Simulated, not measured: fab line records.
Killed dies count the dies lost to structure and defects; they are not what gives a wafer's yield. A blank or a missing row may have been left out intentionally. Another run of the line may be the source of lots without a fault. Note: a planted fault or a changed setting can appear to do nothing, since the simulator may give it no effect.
fab line records :: flow nand_harc
record:
  lots: 7
  wafers: 19
  last_day: 31
route steps=1302 shown A_ONON_D1@445 A_CHANNEL_HOLE_D1@450 END@1302
lots that met no fault: taken from a fault-free run of the same line
start_h: the number of hours between the record's first day and the start of the first shown wafer of the lot :: wait_h: how many hours have passed since the lot's step before this one :: " as in the row above :: L1.1+2: several wafers, shown together as one row :: - either no value or no given start :: * or withheld: withheld :: < > ~ a bound
route shown NAME@n: names a module that has steps shown in the file, with the first one's number in the route :: usual: average and standard deviation across the fault-free wafers :: same: alike in all rows :: chamber/n: place in a boat :: sites: readings site by site :: _std_site: standard deviation across them :: _edge_site: outer sites' mean less inner sites' :: radius_mm: for every site, how far away it sits from the centre of the wafer :: mask NAME#n: copy n :: behind: the most recent tool/chamber to have shaped the wafer :: hold: reason for holding the lot/hours on hold/outcome of the hold :: device: the n, p or np transistor that did not switch :: end of line: the same wafers' tests at the end of the route :: step lacking rows: just its recipe :: killed: not the wafer's yield, but the dies lost to structure and defects at the first sort :: map: per-die view of a wafer (x killed, . not killed, _ where there is no die)
set.NAME: the setting the step ran with; set.NAME@STEP: the setting that earlier step ran with :: model.NAME: the simulator's own value behind a step, which no gauge read
lots seen at some steps along the route; tables by step, rows by wafer
services: from which hour (start_h, from the record's first day; less than 0 if before it) a tool's chamber was out of use, for how many hours, and why
== steps ==
step: NHARC_A_ONON_D1_THK_MEAS_30
recipe:
  thk_meas_gauge: ellipsometry
usual:
  thk_nm: 1001/10
lot.wafer: L528.2
tool: film_metro-02
chamber: -
start_h: 183.77
wait_h: -
thk_nm: 987

lot.wafer: L528.5
tool: film_metro-02
chamber: -
start_h: 183.77
wait_h: -
thk_nm: 988

lot.wafer: L528.6
tool: film_metro-02
chamber: -
start_h: 183.77
wait_h: -
thk_nm: 988

lot.wafer: L530.2
tool: film_metro-01
chamber: -
start_h: 202.46
wait_h: -
thk_nm: 991

lot.wafer: L530.3
tool: film_metro-01
chamber: -
start_h: 202.46
wait_h: -
thk_nm: 990

lot.wafer: L530.4
tool: film_metro-01
chamber: -
start_h: 202.46
wait_h: -
thk_nm: 991

lot.wafer: L534.2
tool: film_metro-01
chamber: -
start_h: 273.20
wait_h: -
thk_nm: 1030

lot.wafer: L534.4
tool: film_metro-01
chamber: -
start_h: 273.20
wait_h: -
thk_nm: 1027

lot.wafer: L534.5
tool: film_metro-01
chamber: -
start_h: 273.20
wait_h: -
thk_nm: 1028

lot.wafer: L535.1
tool: film_metro-02
chamber: -
start_h: 273.34
wait_h: -
thk_nm: 1000

lot.wafer: L535.4
tool: film_metro-02
chamber: -
start_h: 273.34
wait_h: -
thk_nm: 999

lot.wafer: L535.5
tool: film_metro-02
chamber: -
start_h: 273.34
wait_h: -
thk_nm: 999

lot.wafer: L537.2
tool: film_metro-01
chamber: -
start_h: 282.26
wait_h: -
thk_nm: 985

lot.wafer: L537.6
tool: film_metro-01
chamber: -
start_h: 282.26
wait_h: -
thk_nm: 983

lot.wafer: L533.3
tool: film_metro-01
chamber: -
start_h: 282.63
wait_h: -
thk_nm: 1005

lot.wafer: L533.6
tool: film_metro-01
chamber: -
start_h: 282.63
wait_h: -
thk_nm: 1004

lot.wafer: L540.3
tool: film_metro-01
chamber: -
start_h: 316.80
wait_h: -
thk_nm: 996

lot.wafer: L540.4
tool: film_metro-01
chamber: -
start_h: 316.80
wait_h: -
thk_nm: 997

lot.wafer: L540.6
tool: film_metro-01
chamber: -
start_h: 316.80
wait_h: -
thk_nm: 995
step: NHARC_A_ONON_D1_DEP_33
recipe:
  target_thk_a: 2000
  temp_c: 400
  pressure_torr: 6.5
  rf_w: 900
  teos_flow_sccm: 161.4
  flow_sccm: 2650
  target_thk_nm: 200
  gas: O2
  material: SiO2
usual:
  heater_power_w: 576/78
  susceptor_temp_C: 400.00/0.22
  throttle_valve_pct: 16.1/0.61
lot.wafer: L528.2
tool: pecvd-03
chamber: 0
start_h: 183.91
wait_h: 0.1
heater_power_w: 580
susceptor_temp_C: 399.98
throttle_valve_pct: 16.2

lot.wafer: L528.6
tool: pecvd-03
chamber: 2
start_h: 183.91
wait_h: 0.1
heater_power_w: 680
susceptor_temp_C: 399.85
throttle_valve_pct: 16.7

lot.wafer: L528.5
tool: pecvd-03
chamber: 0
start_h: 183.91
wait_h: 0.1
heater_power_w: 592
susceptor_temp_C: 400.18
throttle_valve_pct: 16.1

lot.wafer: L530.3
tool: pecvd-01
chamber: 0
start_h: 202.57
wait_h: 0.1
heater_power_w: 647
susceptor_temp_C: 399.90
throttle_valve_pct: 15.8

lot.wafer: L530.2
tool: pecvd-01
chamber: 1
start_h: 202.57
wait_h: 0.1
heater_power_w: 452
susceptor_temp_C: 399.63
throttle_valve_pct: 17.2

lot.wafer: L530.4
tool: pecvd-01
chamber: 2
start_h: 202.57
wait_h: 0.1
heater_power_w: 439
susceptor_temp_C: 400.12
throttle_valve_pct: 15.9

lot.wafer: L534.2
tool: pecvd-03
chamber: 2
start_h: 273.34
wait_h: 0.1
heater_power_w: 601
susceptor_temp_C: 400.13
throttle_valve_pct: 16.0

lot.wafer: L534.5
tool: pecvd-03
chamber: 0
start_h: 273.34
wait_h: 0.1
heater_power_w: 641
susceptor_temp_C: 400.10
throttle_valve_pct: 16.4

lot.wafer: L534.4
tool: pecvd-03
chamber: 2
start_h: 273.34
wait_h: 0.1
heater_power_w: 593
susceptor_temp_C: 400.10
throttle_valve_pct: 15.9

lot.wafer: L535.1
tool: pecvd-01
chamber: 0
start_h: 273.44
wait_h: 0.1
heater_power_w: 591
susceptor_temp_C: 400.08
throttle_valve_pct: 16.3

lot.wafer: L535.4
tool: pecvd-01
chamber: 2
start_h: 273.44
wait_h: 0.1
heater_power_w: 406
susceptor_temp_C: 400.18
throttle_valve_pct: 16.1

lot.wafer: L535.5
tool: pecvd-01
chamber: 0
start_h: 273.44
wait_h: 0.1
heater_power_w: 607
susceptor_temp_C: 399.86
throttle_valve_pct: 16.3

lot.wafer: L537.2
tool: pecvd-01
chamber: 0
start_h: 282.40
wait_h: 0.1
heater_power_w: 635
susceptor_temp_C: 399.65
throttle_valve_pct: 16.1

lot.wafer: L537.6
tool: pecvd-01
chamber: 2
start_h: 282.40
wait_h: 0.1
heater_power_w: 399
susceptor_temp_C: 400.36
throttle_valve_pct: 16.3

lot.wafer: L533.3
tool: pecvd-01
chamber: 0
start_h: 282.85
wait_h: 0.2
heater_power_w: 635
susceptor_temp_C: 399.99
throttle_valve_pct: 16.6

lot.wafer: L533.6
tool: pecvd-01
chamber: 1
start_h: 282.85
wait_h: 0.2
heater_power_w: 521
susceptor_temp_C: 400.08
throttle_valve_pct: 17.5

lot.wafer: L540.3
tool: pecvd-04
chamber: 1
start_h: 316.85
wait_h: 0.1
heater_power_w: 442
susceptor_temp_C: 400.19
throttle_valve_pct: 15.9

lot.wafer: L540.6
tool: pecvd-04
chamber: 1
start_h: 316.85
wait_h: 0.1
heater_power_w: 471
susceptor_temp_C: 400.11
throttle_valve_pct: 16.1

lot.wafer: L540.4
tool: pecvd-04
chamber: 0
start_h: 316.85
wait_h: 0.1
heater_power_w: 634
susceptor_temp_C: 400.28
throttle_valve_pct: 16.1
step: NHARC_A_ONON_D1_THK_MEAS_34
recipe:
  thk_meas_gauge: ellipsometry
usual:
  thk_nm: 199.6/2.9
lot.wafer: L528.2
tool: film_metro-01
chamber: -
start_h: 184.24
wait_h: -
thk_nm: 201.2

lot.wafer: L528.5
tool: film_metro-01
chamber: -
start_h: 184.24
wait_h: -
thk_nm: 205.1

lot.wafer: L528.6
tool: film_metro-01
chamber: -
start_h: 184.24
wait_h: -
thk_nm: 206.4

lot.wafer: L530.2
tool: film_metro-01
chamber: -
start_h: 202.94
wait_h: -
thk_nm: 194.8

lot.wafer: L530.3
tool: film_metro-01
chamber: -
start_h: 202.94
wait_h: -
thk_nm: 199.2

lot.wafer: L530.4
tool: film_metro-01
chamber: -
start_h: 202.94
wait_h: -
thk_nm: 203.4

lot.wafer: L534.2
tool: film_metro-02
chamber: -
start_h: 273.67
wait_h: -
thk_nm: 198.4

lot.wafer: L534.4
tool: film_metro-02
chamber: -
start_h: 273.67
wait_h: -
thk_nm: 197.3

lot.wafer: L534.5
tool: film_metro-02
chamber: -
start_h: 273.67
wait_h: -
thk_nm: 199.0

lot.wafer: L535.1
tool: film_metro-01
chamber: -
start_h: 273.81
wait_h: -
thk_nm: 193.0

lot.wafer: L535.4
tool: film_metro-01
chamber: -
start_h: 273.81
wait_h: -
thk_nm: 198.3

lot.wafer: L535.5
tool: film_metro-01
chamber: -
start_h: 273.81
wait_h: -
thk_nm: 196.2

lot.wafer: L537.2
tool: film_metro-01
chamber: -
start_h: 282.73
wait_h: -
thk_nm: 203.6

lot.wafer: L537.6
tool: film_metro-01
chamber: -
start_h: 282.73
wait_h: -
thk_nm: 202.7

lot.wafer: L533.3
tool: film_metro-01
chamber: -
start_h: 283.17
wait_h: -
thk_nm: 198.0

lot.wafer: L533.6
tool: film_metro-01
chamber: -
start_h: 283.17
wait_h: -
thk_nm: 199.7

lot.wafer: L540.3
tool: film_metro-01
chamber: -
start_h: 317.27
wait_h: -
thk_nm: 198.5

lot.wafer: L540.4
tool: film_metro-01
chamber: -
start_h: 317.27
wait_h: -
thk_nm: 198.0

lot.wafer: L540.6
tool: film_metro-01
chamber: -
start_h: 317.27
wait_h: -
thk_nm: 200.4
step: NHARC_A_ONON_D1_INSPECT_32
usual:
  raw_defect_count: 74/26
lot.wafer: L528.2
tool: defect_inspect-01
chamber: -
start_h: 184.32
wait_h: 0.0
raw_defect_count: 66

lot.wafer: L528.5
tool: defect_inspect-01
chamber: -
start_h: 184.32
wait_h: 0.0
raw_defect_count: 66

lot.wafer: L528.6
tool: defect_inspect-01
chamber: -
start_h: 184.32
wait_h: 0.0
raw_defect_count: 76

lot.wafer: L530.2
tool: defect_inspect-01
chamber: -
start_h: 203.02
wait_h: 0.0
raw_defect_count: 79

lot.wafer: L530.3
tool: defect_inspect-01
chamber: -
start_h: 203.02
wait_h: 0.0
raw_defect_count: 53

lot.wafer: L530.4
tool: defect_inspect-01
chamber: -
start_h: 203.02
wait_h: 0.0
raw_defect_count: 54

lot.wafer: L534.2
tool: defect_inspect-01
chamber: -
start_h: 273.73
wait_h: 0.0
raw_defect_count: 85

lot.wafer: L534.4
tool: defect_inspect-01
chamber: -
start_h: 273.73
wait_h: 0.0
raw_defect_count: 53

lot.wafer: L534.5
tool: defect_inspect-01
chamber: -
start_h: 273.73
wait_h: 0.0
raw_defect_count: 41

lot.wafer: L535.1
tool: defect_inspect-01
chamber: -
start_h: 273.87
wait_h: 0.0
raw_defect_count: 63

lot.wafer: L535.4
tool: defect_inspect-01
chamber: -
start_h: 273.87
wait_h: 0.0
raw_defect_count: 44

lot.wafer: L535.5
tool: defect_inspect-01
chamber: -
start_h: 273.87
wait_h: 0.0
raw_defect_count: 63

lot.wafer: L537.2
tool: defect_inspect-01
chamber: -
start_h: 282.79
wait_h: 0.0
raw_defect_count: 44

lot.wafer: L537.6
tool: defect_inspect-01
chamber: -
start_h: 282.79
wait_h: 0.0
raw_defect_count: 42

lot.wafer: L533.3
tool: defect_inspect-01
chamber: -
start_h: 283.24
wait_h: 0.0
raw_defect_count: 67

lot.wafer: L533.6
tool: defect_inspect-01
chamber: -
start_h: 283.24
wait_h: 0.0
raw_defect_count: 99

lot.wafer: L540.3
tool: defect_inspect-02
chamber: -
start_h: 317.33
wait_h: 0.0
raw_defect_count: 134

lot.wafer: L540.4
tool: defect_inspect-02
chamber: -
start_h: 317.33
wait_h: 0.0
raw_defect_count: 98

lot.wafer: L540.6
tool: defect_inspect-02
chamber: -
start_h: 317.33
wait_h: 0.0
raw_defect_count: 98
step: NHARC_A_CHANNEL_HOLE_D1_DEP_00
recipe:
  target_thk_a: 31000
  temp_c: 400
  material: aC
usual:
  susceptor_temp_C: 400.02/0.19
  throttle_valve_pct: 35.000/0.0088
lot.wafer: L528.2
tool: acl_dep-01
chamber: 0
start_h: 186.60
wait_h: 2.3
susceptor_temp_C: 400.02
throttle_valve_pct: 35.003

lot.wafer: L528.5
tool: acl_dep-01
chamber: 0
start_h: 186.60
wait_h: 2.3
susceptor_temp_C: 400.18
throttle_valve_pct: 35.013

lot.wafer: L528.6
tool: acl_dep-01
chamber: 0
start_h: 186.60
wait_h: 2.3
susceptor_temp_C: 399.83
throttle_valve_pct: 35.006

lot.wafer: L530.2
tool: acl_dep-02
chamber: 0
start_h: 203.40
wait_h: 0.4
susceptor_temp_C: -
throttle_valve_pct: 35.006

lot.wafer: L530.3
tool: acl_dep-02
chamber: 0
start_h: 203.40
wait_h: 0.4
susceptor_temp_C: -
throttle_valve_pct: 35.011

lot.wafer: L530.4
tool: acl_dep-02
chamber: 0
start_h: 203.40
wait_h: 0.4
susceptor_temp_C: -
throttle_valve_pct: 35.003

lot.wafer: L534.2
tool: acl_dep-03
chamber: 0
start_h: 277.71
wait_h: 4.0
susceptor_temp_C: 400.31
throttle_valve_pct: 35.022

lot.wafer: L534.4
tool: acl_dep-03
chamber: 0
start_h: 277.71
wait_h: 4.0
susceptor_temp_C: 400.19
throttle_valve_pct: 34.991

lot.wafer: L534.5
tool: acl_dep-03
chamber: 0
start_h: 277.71
wait_h: 4.0
susceptor_temp_C: 400.17
throttle_valve_pct: 35.006

lot.wafer: L535.1
tool: acl_dep-02
chamber: 0
start_h: 277.92
wait_h: 4.0
susceptor_temp_C: 400.22
throttle_valve_pct: 34.983

lot.wafer: L535.4
tool: acl_dep-02
chamber: 0
start_h: 277.92
wait_h: 4.0
susceptor_temp_C: 399.94
throttle_valve_pct: 34.999

lot.wafer: L535.5
tool: acl_dep-02
chamber: 0
start_h: 277.92
wait_h: 4.0
susceptor_temp_C: 400.28
throttle_valve_pct: 34.992

lot.wafer: L537.2
tool: acl_dep-03
chamber: 0
start_h: 283.18
wait_h: 0.4
susceptor_temp_C: 400.29
throttle_valve_pct: 35.005

lot.wafer: L537.6
tool: acl_dep-03
chamber: 0
start_h: 284.46
wait_h: 1.7
susceptor_temp_C: 400.24
throttle_valve_pct: 35.001

lot.wafer: L533.3
tool: acl_dep-03
chamber: 0
start_h: 285.41
wait_h: 2.2
susceptor_temp_C: 399.94
throttle_valve_pct: 35.011

lot.wafer: L533.6
tool: acl_dep-03
chamber: 0
start_h: 285.41
wait_h: 2.2
susceptor_temp_C: 400.36
throttle_valve_pct: 35.016

lot.wafer: L540.3
tool: acl_dep-02
chamber: 0
start_h: 321.13
wait_h: 3.8
susceptor_temp_C: 400.10
throttle_valve_pct: 35.001

lot.wafer: L540.4
tool: acl_dep-02
chamber: 0
start_h: 321.13
wait_h: 3.8
susceptor_temp_C: 400.08
throttle_valve_pct: 34.991

lot.wafer: L540.6
tool: acl_dep-02
chamber: 0
start_h: 321.13
wait_h: 3.8
susceptor_temp_C: 400.20
throttle_valve_pct: 35.006
step: NHARC_A_CHANNEL_HOLE_D1_DEP_01
recipe:
  target_thk_a: 1400
  target_thk_nm: 140
  temp_c: 400
  pressure_torr: 3.5
  flow_sccm: 200
  rf_w: 350
  material: SiON
usual:
  heater_power_w: 738/74
  susceptor_temp_C: 400.00/0.23
lot.wafer: L528.2
tool: pecvd-01
chamber: 0
start_h: 188.23
wait_h: 1.3
heater_power_w: 848
susceptor_temp_C: 400.01

lot.wafer: L528.5
tool: pecvd-01
chamber: 0
start_h: 188.23
wait_h: 1.3
heater_power_w: 822
susceptor_temp_C: 399.95

lot.wafer: L528.6
tool: pecvd-01
chamber: 1
start_h: 188.23
wait_h: 1.3
heater_power_w: 749
susceptor_temp_C: 399.89

lot.wafer: L530.3
tool: pecvd-01
chamber: 0
start_h: 205.00
wait_h: 1.0
heater_power_w: 897
susceptor_temp_C: 400.49

lot.wafer: L530.2
tool: pecvd-01
chamber: 1
start_h: 205.00
wait_h: 1.0
heater_power_w: 684
susceptor_temp_C: 399.99

lot.wafer: L530.4
tool: pecvd-01
chamber: 0
start_h: 205.00
wait_h: 1.0
heater_power_w: 764
susceptor_temp_C: 400.01

lot.wafer: L534.2
tool: pecvd-01
chamber: 1
start_h: 279.32
wait_h: 1.3
heater_power_w: 674
susceptor_temp_C: 399.73

lot.wafer: L534.5
tool: pecvd-01
chamber: 1
start_h: 279.32
wait_h: 1.3
heater_power_w: 661
susceptor_temp_C: 399.47

lot.wafer: L534.4
tool: pecvd-01
chamber: 0
start_h: 279.32
wait_h: 1.3
heater_power_w: 862
susceptor_temp_C: 399.98

lot.wafer: L535.1
tool: pecvd-03
chamber: 0
start_h: 279.91
wait_h: 1.7
heater_power_w: 838
susceptor_temp_C: 399.92

lot.wafer: L535.5
tool: pecvd-03
chamber: 2
start_h: 279.91
wait_h: 1.7
heater_power_w: 786
susceptor_temp_C: 399.61

lot.wafer: L535.4
tool: pecvd-03
chamber: 1
start_h: 279.91
wait_h: 1.7
heater_power_w: 722
susceptor_temp_C: 400.06

lot.wafer: L537.2
tool: pecvd-02
chamber: 2
start_h: 284.80
wait_h: 1.3
heater_power_w: 698
susceptor_temp_C: 399.85

lot.wafer: L537.6
tool: pecvd-02
chamber: 2
start_h: 284.80
wait_h: 1.3
heater_power_w: 711
susceptor_temp_C: 399.61

lot.wafer: L533.3
tool: pecvd-01
chamber: 0
start_h: 286.76
wait_h: 1.0
heater_power_w: 776
susceptor_temp_C: 400.05

lot.wafer: L533.6
tool: pecvd-01
chamber: 1
start_h: 286.76
wait_h: 1.0
heater_power_w: 708
susceptor_temp_C: 399.83

lot.wafer: L540.3
tool: pecvd-02
chamber: 1
start_h: 322.46
wait_h: 1.0
heater_power_w: 802
susceptor_temp_C: 400.11

lot.wafer: L540.4
tool: pecvd-02
chamber: 1
start_h: 322.46
wait_h: 1.0
heater_power_w: 801
susceptor_temp_C: 399.99

lot.wafer: L540.6
tool: pecvd-02
chamber: 2
start_h: 322.46
wait_h: 1.0
heater_power_w: 712
susceptor_temp_C: 399.90
step: NHARC_A_CHANNEL_HOLE_D1_DEHYDRATE_02
recipe:
  temp_c: 150
  time_s: 120
step: NHARC_A_CHANNEL_HOLE_D1_HMDS_03
recipe:
  time_s: 30
step: NHARC_A_CHANNEL_HOLE_D1_COAT_36
recipe:
  temp_c: 260
  time_s: 75
step: NHARC_A_CHANNEL_HOLE_D1_COAT_37
recipe:
  temp_c: 225
  time_s: 65
step: NHARC_A_CHANNEL_HOLE_D1_COAT_04
recipe:
  spin_rpm: 1500
  resist_thk_nm: 90
step: NHARC_A_CHANNEL_HOLE_D1_SOFTBAKE_05
recipe:
  temp_c: 105
  time_s: 55
usual:
  heater_power_total_W: 188.45/0.13
  plate_temp_C: 105.00/0.13
lot.wafer: L528.2
tool: litho_track-04
chamber: 0
start_h: 188
wait_h: -
heater_power_total_W: 188.42
plate_temp_C: 104.97

lot.wafer: L528.5
tool: litho_track-04
chamber: 0
start_h: 188
wait_h: -
heater_power_total_W: 188.34
plate_temp_C: 104.80

lot.wafer: L528.6
tool: litho_track-04
chamber: 0
start_h: 188
wait_h: -
heater_power_total_W: 188.68
plate_temp_C: 105.04

lot.wafer: L530.2
tool: litho_track-06
chamber: 0
start_h: 205
wait_h: -
heater_power_total_W: 188.53
plate_temp_C: 104.97

lot.wafer: L530.3
tool: litho_track-06
chamber: 0
start_h: 205
wait_h: -
heater_power_total_W: 188.33
plate_temp_C: 104.97

lot.wafer: L530.4
tool: litho_track-06
chamber: 0
start_h: 205
wait_h: -
heater_power_total_W: 188.47
plate_temp_C: 105.03

lot.wafer: L534.2
tool: litho_track-04
chamber: 0
start_h: 279
wait_h: -
heater_power_total_W: 323.55
plate_temp_C: -

lot.wafer: L534.4
tool: litho_track-04
chamber: 0
start_h: 279
wait_h: -
heater_power_total_W: 188.31
plate_temp_C: 104.91

lot.wafer: L534.5
tool: litho_track-04
chamber: 0
start_h: 279
wait_h: -
heater_power_total_W: 188.78
plate_temp_C: 104.95

lot.wafer: L535.1
tool: litho_track-06
chamber: 0
start_h: 280
wait_h: -
heater_power_total_W: 188.36
plate_temp_C: 105.06

lot.wafer: L535.4
tool: litho_track-06
chamber: 0
start_h: 280
wait_h: -
heater_power_total_W: 188.44
plate_temp_C: 105.08

lot.wafer: L535.5
tool: litho_track-06
chamber: 0
start_h: 280
wait_h: -
heater_power_total_W: 188.31
plate_temp_C: 105.08

lot.wafer: L537.2
tool: litho_track-04
chamber: 0
start_h: 285
wait_h: -
heater_power_total_W: 323.31
plate_temp_C: -

lot.wafer: L537.6
tool: litho_track-04
chamber: 0
start_h: 285
wait_h: -
heater_power_total_W: 323.13
plate_temp_C: -

lot.wafer: L533.3
tool: litho_track-04
chamber: 0
start_h: 286
wait_h: -
heater_power_total_W: 188.48
plate_temp_C: 104.84

lot.wafer: L533.6
tool: litho_track-04
chamber: 0
start_h: 286
wait_h: -
heater_power_total_W: 323.30
plate_temp_C: -

lot.wafer: L540.3
tool: litho_track-06
chamber: 0
start_h: 322
wait_h: -
heater_power_total_W: 188.45
plate_temp_C: 105.11

lot.wafer: L540.4
tool: litho_track-06
chamber: 0
start_h: 322
wait_h: -
heater_power_total_W: 188.50
plate_temp_C: 104.92

lot.wafer: L540.6
tool: litho_track-06
chamber: 0
start_h: 322
wait_h: -
heater_power_total_W: 188.38
plate_temp_C: 105.07
step: NHARC_A_CHANNEL_HOLE_D1_EBR_06
step: NHARC_END_SORT_01
recipe:
  temp_c: 25
usual:
  killed_at_array: 54/18
  killed_at_other: 0.9/1.2
  killed_at_periphery: 4.4/2.9
  killed_dies: 59/18
  killed_open: 3.2/1.8
  killed_short: 2.6/1.8
same:
  gross_dies: 677
lot.wafer: L528.2
tool: prober-02
chamber: 0
start_h: 574.63
wait_h: 2.8
killed_at_array: 79
killed_at_other: 0
killed_at_periphery: 5
killed_dies: 84
killed_open: 8
killed_short: 5

lot.wafer: L528.5
tool: prober-02
chamber: 0
start_h: 577.06
wait_h: 3.7
killed_at_array: 73
killed_at_other: 1
killed_at_periphery: 4
killed_dies: 78
killed_open: 5
killed_short: 5

lot.wafer: L528.6
tool: prober-02
chamber: 0
start_h: 577.87
wait_h: 4.0
killed_at_array: 72
killed_at_other: 0
killed_at_periphery: 6
killed_dies: 78
killed_open: 5
killed_short: 2
killed by level:class
L528.2 A_CHANNEL_HOLE_D1:chamber_film_flake=29 A_SLIT:chamber_film_flake=29 A_CHANNEL_HOLE_D2:chamber_film_flake=4 A_CONTACT:chamber_film_flake=4 P_CONTACT:geometric_particle:open=3 P_M0:geometric_particle:open=2 A_CHANNEL_FILL_D2:geometric_particle:short=2 A_STAIRCASE:chamber_film_flake=2
L528.5 A_CHANNEL_HOLE_D1:chamber_film_flake=32 A_SLIT:chamber_film_flake=23 A_CHANNEL_HOLE_D2:chamber_film_flake=6 A_CONTACT:chamber_film_flake=4 P_CONTACT:geometric_particle:open=2 A_CHANNEL_FILL_D1:geometric_particle:short=2 P_STI:geometric_particle:short=1 P_M0:geometric_particle:open=1
L528.6 A_SLIT:chamber_film_flake=24 A_CHANNEL_HOLE_D1:chamber_film_flake=23 A_CHANNEL_HOLE_D2:chamber_film_flake=11 A_STAIRCASE:chamber_film_flake=3 A_CONTACT:chamber_film_flake=3 P_M0:geometric_particle:open=2 P_CONTACT:geometric_particle:open=1 A_DECK1_JOINT:geometric_particle:open=1
== services ==
tool: litho_track-06
chamber: -
start_h: 179.00
hours: 7.0
kind: pm

tool: pecvd-03
chamber: -
start_h: 185.00
hours: 13.0
kind: pm

tool: pecvd-03
chamber: 0
start_h: 185.00
hours: 13.0
kind: vent_cycle

tool: pecvd-03
chamber: 1
start_h: 185.00
hours: 13.0
kind: vent_cycle

tool: pecvd-03
chamber: 2
start_h: 185.00
hours: 13.0
kind: vent_cycle

tool: acl_dep-01
chamber: -
start_h: 188.18
hours: 13.0
kind: pm

tool: pecvd-03
chamber: 0
start_h: 198.00
hours: -
kind: clean

tool: pecvd-03
chamber: 1
start_h: 198.00
hours: -
kind: clean

tool: pecvd-03
chamber: 2
start_h: 198.00
hours: -
kind: clean

tool: litho_track-04
chamber: -
start_h: 203.00
hours: 7.0
kind: pm

tool: pecvd-02
chamber: 2
start_h: 224.43
hours: -
kind: calibration

tool: pecvd-02
chamber: -
start_h: 227.48
hours: 13.0
kind: pm

tool: pecvd-02
chamber: 0
start_h: 227.48
hours: 13.0
kind: vent_cycle

tool: pecvd-02
chamber: 1
start_h: 227.48
hours: 13.0
kind: vent_cycle

tool: pecvd-02
chamber: 2
start_h: 227.48
hours: 13.0
kind: vent_cycle

tool: acl_dep-02
chamber: -
start_h: 242.74
hours: 13.0
kind: pm

tool: pecvd-03
chamber: -
start_h: 253.82
hours: 0.8
kind: repair

tool: pecvd-04
chamber: -
start_h: 269.94
hours: 13.0
kind: pm

tool: acl_dep-03
chamber: -
start_h: 299.58
hours: 13.0
kind: pm

tool: acl_dep-02
chamber: -
start_h: 308.76
hours: 5.6
kind: repair

tool: pecvd-01
chamber: -
start_h: 311.33
hours: 13.0
kind: pm

tool: pecvd-01
chamber: 0
start_h: 311.33
hours: 13.0
kind: vent_cycle

tool: pecvd-01
chamber: 1
start_h: 311.33
hours: 13.0
kind: vent_cycle

tool: pecvd-01
chamber: 2
start_h: 311.33
hours: 13.0
kind: vent_cycle
== key ==
first_sign:
  step: NHARC_A_CHANNEL_HOLE_D1_SOFTBAKE_05
  reading: heater_power_total_W
  direction: up
  sigmas: 99+
  usual: *
  struck: *
effect none on later readings
met_at NHARC_A_CHANNEL_HOLE_D1_SOFTBAKE_05
struck_wafers L533.6,L534.2,L537.2,L537.6
tester_left_out L533,L534,L537
fault:
  kind: process_parameter_drift
  tool: litho_track-04
  chamber: -
  onset_h: 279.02
  steps: NHARC_A_CHANNEL_HOLE_D1_SOFTBAKE_05
  channel: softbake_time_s
  offset: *
  shape: step
  end_h: 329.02
  scope: struck_wafers_only
  acts_in: *
  stated: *
tester_left_out: of these lots the tester's yield and bins aren't shown, on N5 and GAA mostly nor the transistor test; their killed dies are dies lost to structure and defects alone, not to doping, threshold or leakage, so they don't give the yield
